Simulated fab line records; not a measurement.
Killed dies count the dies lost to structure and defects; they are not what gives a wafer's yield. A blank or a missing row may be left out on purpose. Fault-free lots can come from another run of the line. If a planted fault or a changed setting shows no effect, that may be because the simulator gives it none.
Which tool is to blame? || flow nandHarc || 10 lots with 30 wafers sampled at 6 steps, on a route of 1302 steps

== WHAT EACH GAUGE READ, for each wafer ==
NHARC_A_M0_CD_MEAS_09: target cd 80 nm. Usual: cdNm 80.1 nm, standard deviation 0.68.
{"lot": "L536", "measured": "day 23 22:48", "on": "cdSem-01", "cdNm (nm)": "79.9 79.8 80.7", "flag": ""}
{"lot": "L540", "measured": "day 25 20:26", "on": "cdSem-02", "cdNm (nm)": "79.4 80.3 79.4", "flag": ""}
{"lot": "L539", "measured": "day 25 22:48", "on": "cdSem-02", "cdNm (nm)": "80.8 80.5 79.1", "flag": ""}
{"lot": "L548", "measured": "day 29 01:43", "on": "cdSem-03", "cdNm (nm)": "72.9 72.6 72.5", "flag": "OFF"}
{"lot": "L549", "measured": "day 29 05:40", "on": "cdSem-02", "cdNm (nm)": "73.2 73.7 73.6", "flag": "OFF"}
{"lot": "L551", "measured": "day 30 19:48", "on": "cdSem-01", "cdNm (nm)": "80.2 79.1 80.2", "flag": ""}
{"lot": "L552", "measured": "day 31 05:18", "on": "cdSem-03", "cdNm (nm)": "79.6 78.7 78.5", "flag": ""}
{"lot": "L553", "measured": "day 31 12:25", "on": "cdSem-03", "cdNm (nm)": "80.0 79.7 80.6", "flag": ""}
{"lot": "L556", "measured": "day 31 23:06", "on": "cdSem-02", "cdNm (nm)": "80.4 81.0 80.1", "flag": ""}
{"lot": "L555", "measured": "day 32 02:44", "on": "cdSem-01", "cdNm (nm)": "80.4 79.1 79.7", "flag": ""}

NHARC_END_SORT_01. Usual: defectLimitedYield 91.6 %, standard deviation 2.8; killedAtArray 53, standard deviation 19; killedAtOther 0.8, standard deviation 1.2; killedAtPeriphery 3.7, standard deviation 2.3; killedDies 57, standard deviation 19; killedOpen 3.2, standard deviation 1.7; killedShort 2.6, standard deviation 1.8; sort_bin_2_pct 3.0 %, standard deviation 1.2; sort_bin_3_pct 0.7 %, standard deviation 0.4; sort_bin_4_pct 4.8 %, standard deviation 1.5; sortNPass 620, standard deviation 19; sortRimYieldPct 90 %, standard deviation 4.8; sortYieldPct 91.6 %, standard deviation 2.8.
{"lot": "L548", "measured": "day 30 20:44", "on": "prober-02", "defectLimitedYield (%)": "88.9 86.9 86.9", "killedAtArray": "75 84 85", "killedAtOther": "0 0 1", "killedAtPeriphery": "0 5 3", "killedDies": "75 89 89", "killedOpen": "2 3 4", "killedShort": "4 0 3", "sort_bin_2_pct (%)": "3.1 4.9 5.6", "sort_bin_3_pct (%)": "1.3 1.5 1.0", "sort_bin_4_pct (%)": "6.6 6.8 6.5", "sortNPass": "602 588 588", "sortRimYieldPct (%)": "85 86 82", "sortYieldPct (%)": "88.9 86.9 86.9", "flag": ""}
{"lot": "L549", "measured": "day 30 20:38", "on": "prober-01", "defectLimitedYield (%)": "91.4 90.1", "killedAtArray": "54 63", "killedAtOther": "1 0", "killedAtPeriphery": "3 4", "killedDies": "58 67", "killedOpen": "4 3", "killedShort": "2 5", "sort_bin_2_pct (%)": "3.1 4.3", "sort_bin_3_pct (%)": "1.2 0.4", "sort_bin_4_pct (%)": "4.3 5.2", "sortNPass": "619 610", "sortRimYieldPct (%)": "89 93", "sortYieldPct (%)": "91.4 90.1", "flag": ""}
{"lot": "L551", "measured": "day 32 17:34", "on": "prober-01", "defectLimitedYield (%)": "90.7 91.7 90.0", "killedAtArray": "60 53 66", "killedAtOther": "0 0 0", "killedAtPeriphery": "3 3 2", "killedDies": "63 56 68", "killedOpen": "3 2 5", "killedShort": "3 3 2", "sort_bin_2_pct (%)": "3.8 2.4 3.1", "sort_bin_3_pct (%)": "0.7 1.2 1.0", "sort_bin_4_pct (%)": "4.7 4.7 5.9", "sortNPass": "614 621 609", "sortRimYieldPct (%)": "88 83 95", "sortYieldPct (%)": "90.7 91.7 90.0", "flag": ""}
{"lot": "L553", "measured": "day 33 11:13", "on": "prober-01", "defectLimitedYield (%)": "92.2 89.1 91.1", "killedAtArray": "45 63 55", "killedAtOther": "1 5 1", "killedAtPeriphery": "7 6 4", "killedDies": "53 74 60", "killedOpen": "7 8 3", "killedShort": "3 0 1", "sort_bin_2_pct (%)": "2.7 3.5 2.7", "sort_bin_3_pct (%)": "0.3 1.0 0.7", "sort_bin_4_pct (%)": "4.9 6.4 5.5", "sortNPass": "624 603 617", "sortRimYieldPct (%)": "85 97 92", "sortYieldPct (%)": "92.2 89.1 91.1", "flag": ""}

== EACH LOT AND THE TOOL THAT RAN IT (in order: tool; ch and the chambers of the sampled wafers; start) ==
{"lot": "L536", "NHARC_A_BLC_ETCH_17": "rieDiel-02 ch 0,2, day 23 22:40 or earlier", "NHARC_A_M0_EXPOSE_06": "arfiScanner-02 ch 0, day 23 22:40", "NHARC_A_M0_DESCUM_14": "rieDiel-03 ch 1,2,3, day 23 22:59", "NHARC_A_M0_STRIP_18": "rieDiel-03 ch 0,2,3, day 23 23:21"}
{"lot": "L540", "NHARC_A_BLC_ETCH_17": "rieDiel-02 ch 0,2,3, day 25 20:18 or earlier", "NHARC_A_M0_EXPOSE_06": "arfiScanner-02 ch 0, day 25 20:18", "NHARC_A_M0_DESCUM_14": "rieDiel-12 ch 0,2,3, day 25 20:38", "NHARC_A_M0_STRIP_18": "rieDiel-06 ch 1,2,3, day 25 21:01"}
{"lot": "L539", "NHARC_A_BLC_ETCH_17": "rieDiel-02 ch 0,2,3, day 25 22:40 or earlier", "NHARC_A_M0_EXPOSE_06": "arfiScanner-02 ch 0, day 25 22:40", "NHARC_A_M0_DESCUM_14": "rieDiel-03 ch 2,3, day 25 22:59", "NHARC_A_M0_STRIP_18": "rieDiel-12 ch 0,3, day 25 23:23"}
{"lot": "L548", "NHARC_A_BLC_ETCH_17": "rieDiel-05 ch 1,2,3, day 29 01:34 or earlier", "NHARC_A_M0_EXPOSE_06": "arfiScanner-02 ch 0, day 29 01:34", "NHARC_A_M0_DESCUM_14": "rieDiel-03 ch 0,2,3, day 29 01:54", "NHARC_A_M0_STRIP_18": "rieDiel-12 ch 0,1,2, day 29 02:16"}
{"lot": "L549", "NHARC_A_BLC_ETCH_17": "rieDiel-02 ch 0,3, day 29 05:31 or earlier", "NHARC_A_M0_EXPOSE_06": "arfiScanner-02 ch 0, day 29 05:31", "NHARC_A_M0_DESCUM_14": "rieDiel-12 ch 1,2, day 29 05:51", "NHARC_A_M0_STRIP_18": "rieDiel-06 ch 0,2,3, day 29 06:16"}
{"lot": "L551", "NHARC_A_BLC_ETCH_17": "rieDiel-02 ch 0,2,3, day 30 19:40 or earlier", "NHARC_A_M0_EXPOSE_06": "arfiScanner-01 ch 0, day 30 19:40", "NHARC_A_M0_DESCUM_14": "rieDiel-12 ch 0,1, day 30 19:59", "NHARC_A_M0_STRIP_18": "rieDiel-03 ch 1,2, day 30 20:21"}
{"lot": "L552", "NHARC_A_BLC_ETCH_17": "rieDiel-02 ch 0,1,3, day 31 05:10 or earlier", "NHARC_A_M0_EXPOSE_06": "arfiScanner-03 ch 0, day 31 05:10", "NHARC_A_M0_DESCUM_14": "rieDiel-12 ch 1,2,3, day 31 05:29", "NHARC_A_M0_STRIP_18": "rieDiel-06 ch 1,2, day 31 05:53"}
{"lot": "L553", "NHARC_A_BLC_ETCH_17": "rieDiel-02 ch 1,2,3, day 31 12:16 or earlier", "NHARC_A_M0_EXPOSE_06": "arfiScanner-01 ch 0, day 31 12:16", "NHARC_A_M0_DESCUM_14": "rieDiel-12 ch 0,1,3, day 31 12:37", "NHARC_A_M0_STRIP_18": "rieDiel-06 ch 0,2,3, day 31 13:01"}
{"lot": "L556", "NHARC_A_BLC_ETCH_17": "rieDiel-02 ch 2,3, day 31 22:58 or earlier", "NHARC_A_M0_EXPOSE_06": "arfiScanner-01 ch 0, day 31 22:58", "NHARC_A_M0_DESCUM_14": "rieDiel-03 ch 0,1,3, day 31 23:17", "NHARC_A_M0_STRIP_18": "rieDiel-12 ch 1,2,3, day 31 23:43"}
{"lot": "L555", "NHARC_A_BLC_ETCH_17": "rieDiel-05 ch 2,3, day 32 02:36 or earlier", "NHARC_A_M0_EXPOSE_06": "arfiScanner-01 ch 0, day 32 02:36", "NHARC_A_M0_DESCUM_14": "rieDiel-06 ch 0,1, day 32 02:55", "NHARC_A_M0_STRIP_18": "rieDiel-06 ch 0,3, day 32 03:17"}
- NHARC_A_BLC_ETCH_17: etches the open film in N2/H2, target depth 390 nm, time 609.38 s.
- NHARC_A_M0_EXPOSE_06: exposes mask A M0, target cd 80 nm.
- NHARC_A_M0_DESCUM_14: chemistry O2, time 3 s.
- NHARC_A_M0_STRIP_18: strips in N2/H2.

== AS READ BY THE TOOLS THEMSELVES (means over the sampled wafers that have a number; for cases with no such wafer, the mark the record gives instead) ==
NHARC_A_BLC_ETCH_17. Usual: drypumpMotorCurrentA 5.4 A, standard deviation 0.39; mfcArSccm 0.012 sccm, standard deviation 0.015; oesProductAu 1.004 a.u., standard deviation 0.01; rfFwdPowerW 399.4 W, standard deviation 1.2; rfVppV 431.3 V, standard deviation 3; showerheadPlenumPTorr 2.07 Torr, standard deviation 0.1; throttleValvePct 14.172 %, standard deviation 0.0076.
{"lot": "L536", "tool": "rieDiel-02", "drypumpMotorCurrentA (A)": 5.4, "mfcArSccm (sccm)": 0.011, "oesProductAu (a.u.)": 1.011, "rfFwdPowerW (W)": 399.7, "rfVppV (V)": 431.7, "showerheadPlenumPTorr (Torr)": 2.13, "throttleValvePct (%)": 14.180, "flag": ""}
{"lot": "L540", "tool": "rieDiel-02", "drypumpMotorCurrentA (A)": 5.4, "mfcArSccm (sccm)": 0.011, "oesProductAu (a.u.)": 1.004, "rfFwdPowerW (W)": 398.8, "rfVppV (V)": 432.8, "showerheadPlenumPTorr (Torr)": 2.13, "throttleValvePct (%)": 14.168, "flag": ""}
{"lot": "L539", "tool": "rieDiel-02", "drypumpMotorCurrentA (A)": 5.4, "mfcArSccm (sccm)": 0.011, "oesProductAu (a.u.)": 1.010, "rfFwdPowerW (W)": 399.0, "rfVppV (V)": 432.2, "showerheadPlenumPTorr (Torr)": 2.13, "throttleValvePct (%)": 14.173, "flag": ""}
{"lot": "L548", "tool": "rieDiel-05", "drypumpMotorCurrentA (A)": 6.1, "mfcArSccm (sccm)": 0.018, "oesProductAu (a.u.)": 0.987, "rfFwdPowerW (W)": 400.2, "rfVppV (V)": 429.9, "showerheadPlenumPTorr (Torr)": 2.02, "throttleValvePct (%)": 14.165, "flag": ""}
{"lot": "L549", "tool": "rieDiel-02", "drypumpMotorCurrentA (A)": 5.6, "mfcArSccm (sccm)": 0.023, "oesProductAu (a.u.)": 1.002, "rfFwdPowerW (W)": 400.0, "rfVppV (V)": 433.9, "showerheadPlenumPTorr (Torr)": 2.17, "throttleValvePct (%)": 14.175, "flag": ""}
{"lot": "L551", "tool": "rieDiel-02", "drypumpMotorCurrentA (A)": 5.4, "mfcArSccm (sccm)": 0.011, "oesProductAu (a.u.)": 1.005, "rfFwdPowerW (W)": 399.6, "rfVppV (V)": 433.1, "showerheadPlenumPTorr (Torr)": 2.13, "throttleValvePct (%)": 14.171, "flag": ""}
{"lot": "L552", "tool": "rieDiel-02", "drypumpMotorCurrentA (A)": 5.4, "mfcArSccm (sccm)": 0.011, "oesProductAu (a.u.)": 1.009, "rfFwdPowerW (W)": 399.9, "rfVppV (V)": 430.7, "showerheadPlenumPTorr (Torr)": 2.07, "throttleValvePct (%)": 14.173, "flag": ""}
{"lot": "L553", "tool": "rieDiel-02", "drypumpMotorCurrentA (A)": 5.1, "mfcArSccm (sccm)": 0.000, "oesProductAu (a.u.)": 1.007, "rfFwdPowerW (W)": 399.4, "rfVppV (V)": 430.3, "showerheadPlenumPTorr (Torr)": 2.03, "throttleValvePct (%)": 14.170, "flag": ""}
{"lot": "L556", "tool": "rieDiel-02", "drypumpMotorCurrentA (A)": 5.1, "mfcArSccm (sccm)": 0.000, "oesProductAu (a.u.)": 1.007, "rfFwdPowerW (W)": 399.3, "rfVppV (V)": 433.0, "showerheadPlenumPTorr (Torr)": 2.11, "throttleValvePct (%)": 14.167, "flag": ""}
{"lot": "L555", "tool": "rieDiel-05", "drypumpMotorCurrentA (A)": 6.0, "mfcArSccm (sccm)": 0.026, "oesProductAu (a.u.)": 0.992, "rfFwdPowerW (W)": 398.3, "rfVppV (V)": 429.6, "showerheadPlenumPTorr (Torr)": 2.04, "throttleValvePct (%)": 14.167, "flag": ""}

NHARC_A_M0_EXPOSE_06. Usual: exposureDoseMJCm2 83.26, standard deviation 0.078.
{"lot": "L536", "tool": "arfiScanner-02", "exposureDoseMJCm2": 83.28, "flag": ""}
{"lot": "L540", "tool": "arfiScanner-02", "exposureDoseMJCm2": 83.30, "flag": ""}
{"lot": "L539", "tool": "arfiScanner-02", "exposureDoseMJCm2": 83.25, "flag": ""}
{"lot": "L548", "tool": "arfiScanner-02", "exposureDoseMJCm2": 74.50, "flag": "OFF"}
{"lot": "L549", "tool": "arfiScanner-02", "exposureDoseMJCm2": 76.27, "flag": "OFF"}
{"lot": "L551", "tool": "arfiScanner-01", "exposureDoseMJCm2": 83.24, "flag": ""}
{"lot": "L552", "tool": "arfiScanner-03", "exposureDoseMJCm2": 83.32, "flag": ""}
{"lot": "L553", "tool": "arfiScanner-01", "exposureDoseMJCm2": 83.30, "flag": ""}
{"lot": "L556", "tool": "arfiScanner-01", "exposureDoseMJCm2": 83.25, "flag": ""}
{"lot": "L555", "tool": "arfiScanner-01", "exposureDoseMJCm2": 83.34, "flag": ""}

NHARC_A_M0_DESCUM_14. Usual: drypumpMotorCurrentA 5.4 A, standard deviation 0.47; mfcArSccm 0.008 sccm, standard deviation 0.014; oesProductAu 0.997 a.u., standard deviation 0.01; rfVppV 57.9 V, standard deviation 0.93; showerheadPlenumPTorr 1.94 Torr, standard deviation 0.088; throttleValvePct 11.311 %, standard deviation 0.0087.
{"lot": "L536", "tool": "rieDiel-03", "drypumpMotorCurrentA (A)": 5.1, "mfcArSccm (sccm)": 0.014, "oesProductAu (a.u.)": 1.011, "rfVppV (V)": 58.7, "showerheadPlenumPTorr (Torr)": 1.95, "throttleValvePct (%)": 11.307, "flag": ""}
{"lot": "L540", "tool": "rieDiel-12", "drypumpMotorCurrentA (A)": 5.6, "mfcArSccm (sccm)": 0.007, "oesProductAu (a.u.)": 0.994, "rfVppV (V)": 58.3, "showerheadPlenumPTorr (Torr)": 1.95, "throttleValvePct (%)": 11.301, "flag": ""}
{"lot": "L539", "tool": "rieDiel-03", "drypumpMotorCurrentA (A)": 5.0, "mfcArSccm (sccm)": 0.029, "oesProductAu (a.u.)": 0.999, "rfVppV (V)": 58.7, "showerheadPlenumPTorr (Torr)": 2.01, "throttleValvePct (%)": 11.308, "flag": ""}
{"lot": "L548", "tool": "rieDiel-03", "drypumpMotorCurrentA (A)": 5.0, "mfcArSccm (sccm)": 0.017, "oesProductAu (a.u.)": 1.006, "rfVppV (V)": 59.0, "showerheadPlenumPTorr (Torr)": 2.00, "throttleValvePct (%)": 11.319, "flag": ""}
{"lot": "L549", "tool": "rieDiel-12", "drypumpMotorCurrentA (A)": 5.9, "mfcArSccm (sccm)": 0.000, "oesProductAu (a.u.)": 0.997, "rfVppV (V)": 58.2, "showerheadPlenumPTorr (Torr)": 1.91, "throttleValvePct (%)": 11.320, "flag": ""}
{"lot": "L551", "tool": "rieDiel-12", "drypumpMotorCurrentA (A)": 6.2, "mfcArSccm (sccm)": 0.000, "oesProductAu (a.u.)": 0.988, "rfVppV (V)": 57.9, "showerheadPlenumPTorr (Torr)": 2.01, "throttleValvePct (%)": 11.312, "flag": ""}
{"lot": "L552", "tool": "rieDiel-12", "drypumpMotorCurrentA (A)": 5.7, "mfcArSccm (sccm)": 0.007, "oesProductAu (a.u.)": 0.986, "rfVppV (V)": 58.5, "showerheadPlenumPTorr (Torr)": 1.96, "throttleValvePct (%)": 11.318, "flag": ""}
{"lot": "L553", "tool": "rieDiel-12", "drypumpMotorCurrentA (A)": 5.8, "mfcArSccm (sccm)": 0.007, "oesProductAu (a.u.)": 1.001, "rfVppV (V)": 57.3, "showerheadPlenumPTorr (Torr)": 2.00, "throttleValvePct (%)": 11.309, "flag": ""}
{"lot": "L556", "tool": "rieDiel-03", "drypumpMotorCurrentA (A)": 5.0, "mfcArSccm (sccm)": 0.003, "oesProductAu (a.u.)": 1.003, "rfVppV (V)": 57.7, "showerheadPlenumPTorr (Torr)": 1.93, "throttleValvePct (%)": 11.318, "flag": ""}
{"lot": "L555", "tool": "rieDiel-06", "drypumpMotorCurrentA (A)": 5.5, "mfcArSccm (sccm)": 0.000, "oesProductAu (a.u.)": 0.982, "rfVppV (V)": 57.7, "showerheadPlenumPTorr (Torr)": 1.83, "throttleValvePct (%)": 11.312, "flag": ""}

NHARC_A_M0_STRIP_18. Usual: drypumpMotorCurrentA 5.5 A, standard deviation 0.49; mfcArSccm 0.005 sccm, standard deviation 0.012; oesProductAu 0.996 a.u., standard deviation 0.0099; rfFwdPowerW 997 W, standard deviation 3.2; rfVppV 90.5 V, standard deviation 1; showerheadPlenumPTorr 2.03 Torr, standard deviation 0.11; throttleValvePct 14.171 %, standard deviation 0.0096.
{"lot": "L536", "tool": "rieDiel-03", "drypumpMotorCurrentA (A)": 5.1, "mfcArSccm (sccm)": 0.017, "oesProductAu (a.u.)": 1.004, "rfFwdPowerW (W)": 999, "rfVppV (V)": 91.0, "showerheadPlenumPTorr (Torr)": 2.13, "throttleValvePct (%)": 14.174, "flag": ""}
{"lot": "L540", "tool": "rieDiel-06", "drypumpMotorCurrentA (A)": 5.8, "mfcArSccm (sccm)": 0.000, "oesProductAu (a.u.)": 1.001, "rfFwdPowerW (W)": 998, "rfVppV (V)": 89.9, "showerheadPlenumPTorr (Torr)": 1.91, "throttleValvePct (%)": 14.170, "flag": ""}
{"lot": "L539", "tool": "rieDiel-12", "drypumpMotorCurrentA (A)": 5.3, "mfcArSccm (sccm)": 0.013, "oesProductAu (a.u.)": 1.002, "rfFwdPowerW (W)": 995, "rfVppV (V)": 91.1, "showerheadPlenumPTorr (Torr)": 2.14, "throttleValvePct (%)": 14.178, "flag": ""}
{"lot": "L548", "tool": "rieDiel-12", "drypumpMotorCurrentA (A)": 6.0, "mfcArSccm (sccm)": 0.000, "oesProductAu (a.u.)": 0.999, "rfFwdPowerW (W)": 997, "rfVppV (V)": 90.4, "showerheadPlenumPTorr (Torr)": 2.08, "throttleValvePct (%)": 14.170, "flag": ""}
{"lot": "L549", "tool": "rieDiel-06", "drypumpMotorCurrentA (A)": 5.8, "mfcArSccm (sccm)": 0.000, "oesProductAu (a.u.)": 1.004, "rfFwdPowerW (W)": 996, "rfVppV (V)": 91.2, "showerheadPlenumPTorr (Torr)": 1.97, "throttleValvePct (%)": 14.177, "flag": ""}
{"lot": "L551", "tool": "rieDiel-03", "drypumpMotorCurrentA (A)": 5.1, "mfcArSccm (sccm)": 0.014, "oesProductAu (a.u.)": 0.994, "rfFwdPowerW (W)": 993, "rfVppV (V)": 90.9, "showerheadPlenumPTorr (Torr)": 2.05, "throttleValvePct (%)": 14.171, "flag": ""}
{"lot": "L552", "tool": "rieDiel-06", "drypumpMotorCurrentA (A)": 5.4, "mfcArSccm (sccm)": 0.000, "oesProductAu (a.u.)": 0.986, "rfFwdPowerW (W)": 996, "rfVppV (V)": 89.5, "showerheadPlenumPTorr (Torr)": 1.91, "throttleValvePct (%)": 14.169, "flag": ""}
{"lot": "L553", "tool": "rieDiel-06", "drypumpMotorCurrentA (A)": 5.8, "mfcArSccm (sccm)": 0.000, "oesProductAu (a.u.)": 0.995, "rfFwdPowerW (W)": 998, "rfVppV (V)": 90.5, "showerheadPlenumPTorr (Torr)": 1.97, "throttleValvePct (%)": 14.174, "flag": ""}
{"lot": "L556", "tool": "rieDiel-12", "drypumpMotorCurrentA (A)": 5.7, "mfcArSccm (sccm)": 0.007, "oesProductAu (a.u.)": 0.997, "rfFwdPowerW (W)": 997, "rfVppV (V)": 90.5, "showerheadPlenumPTorr (Torr)": 2.09, "throttleValvePct (%)": 14.170, "flag": ""}
{"lot": "L555", "tool": "rieDiel-06", "drypumpMotorCurrentA (A)": 6.2, "mfcArSccm (sccm)": 0.000, "oesProductAu (a.u.)": 1.005, "rfFwdPowerW (W)": 1000, "rfVppV (V)": 90.1, "showerheadPlenumPTorr (Torr)": 1.95, "throttleValvePct (%)": 14.170, "flag": ""}

== THE ANSWER, worked out from the rows above alone ==
Rule: a lot counts as off when the mean over its wafers that have a number is more than 3 standard deviations away from the usual mean. Also off: a lot with no number at a reading for which 4 or more lots have one. The other lots that the step has rows for count as sound. First the gauges in route order, then the tools' own readings, where a lot's mean is used as printed above. At the first step where some lot is off, the reading lying furthest off is the one used; lots without a number count as furthest.
Off at NHARC_A_M0_CD_MEAS_09 (cdNm): L548, L549.
A tool fits if, at a process step before that reading, it ran every lot that is off, and no sound lot after the first of them. Not tried: the gauges at NHARC_A_M0_CD_MEAS_09; whatever is off there is also off at NHARC_A_M0_EXPOSE_06, on other tools, and gauge error can't account for it. NHARC_A_BLC_ETCH_17 gives no start for some lots, so the hours and the order of its lots are those of NHARC_A_M0_EXPOSE_06. One candidate fits, namely arfiScanner-02 at NHARC_A_M0_EXPOSE_06. A fault onset in the window from L539 (day 25 22:40, its last sound lot) to L548 (day 29 01:34, its first lot off) fits.
On the lots that are off, the tool's own readings at NHARC_A_M0_EXPOSE_06 differ by more than 5 times the standard deviation of the sound lots' means, which bears it out; exposureDoseMJCm2 reads 75.38 there versus 83.28 on the sound lots.

== WHAT THE SIMULATOR HAD PUT IN ==
Process parameters drifting: arfiScanner-02 at NHARC_A_M0_EXPOSE_06, beginning at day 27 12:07. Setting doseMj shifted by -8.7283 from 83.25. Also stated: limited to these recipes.
Struck lots among those shown: L548, L549. This agrees with what the rule above found.
